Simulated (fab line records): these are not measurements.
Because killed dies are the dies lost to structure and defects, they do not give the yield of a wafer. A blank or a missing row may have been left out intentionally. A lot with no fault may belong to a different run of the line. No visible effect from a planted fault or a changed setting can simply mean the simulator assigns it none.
Chamber matching ; flow n5-finfet ; N5_BEOL_M1_STRIP_19 on rie-diel-05 has 4 sister chambers
The step strips in O2. 14 wafers are shown with their chamber, then 7 later ones without.

## WAFERS, EACH WITH ITS CHAMBER
wafer;chamber;drypump-motor-current-A (A);showerhead-plenum-p-Torr (Torr);oes-product-au (a.u.)
L079.1;3;6.2;2.15;0.73
L079.4;2;5.3;2.12;0.80
L079.5;1;6.1;2.04;0.79
L083.1;1;6.1;2.03;0.79
L083.2;3;6.2;2.14;0.72
L083.6;0;5.9;2.16;0.96
L085.1;0;5.9;2.16;0.95
L085.2;3;6.3;2.14;0.72
L085.3;2;5.3;2.11;0.79
L088.1;0;5.9;2.16;0.94
L088.4;0;5.9;2.16;0.94
L088.5;1;6.1;2.03;0.78
L090.3;0;5.9;2.16;0.92
L090.4;2;5.3;2.11;0.79

SIGNATURES, as means of the wafers listed above
reading;chamber 0;chamber 1;chamber 2;chamber 3;scatter within a chamber
drypump-motor-current-A;5.900;6.100;5.300;6.233;0.0258
showerhead-plenum-p-Torr;2.1600;2.0333;2.1133;2.1433;0.00447
oes-product-au;0.9420;0.7867;0.7933;0.7233;0.0104
Rule: a wafer's distance from a chamber is the root of the sum, over the readings, of the square of ((its reading less the chamber's mean) divided by the reading's scatter). The wafer belongs to the nearest chamber; if the next one is less than 2 further off, it can't be placed. The scatter: the root of (the sum of the squares of (reading less its chamber's mean) over the shown wafers, divided by (wafers less chambers)).

## WAFERS MISSING THEIR CHAMBER
wafer;drypump-motor-current-A (A);showerhead-plenum-p-Torr (Torr);oes-product-au (a.u.)
L090.5;6.1;2.03;0.78
L094.1;5.9;2.15;0.91
L094.2;6.2;2.14;0.71
L094.4;5.3;2.11;0.77
L095.1;5.3;2.11;0.77
L095.3;6.1;2.03;0.76
L095.6;5.9;2.15;0.91

## THE CHAMBER EACH PASSED THROUGH
wafer;from the rows above;in truth
L090.5;1;1
L094.1;0;0
L094.2;3;3
L094.4;2;2
L095.1;2;2
L095.3;1;1
L095.6;0;0
Correct placement for 7 of the 7. Number that these rows cannot place: 0. Wrongly placed: 0.
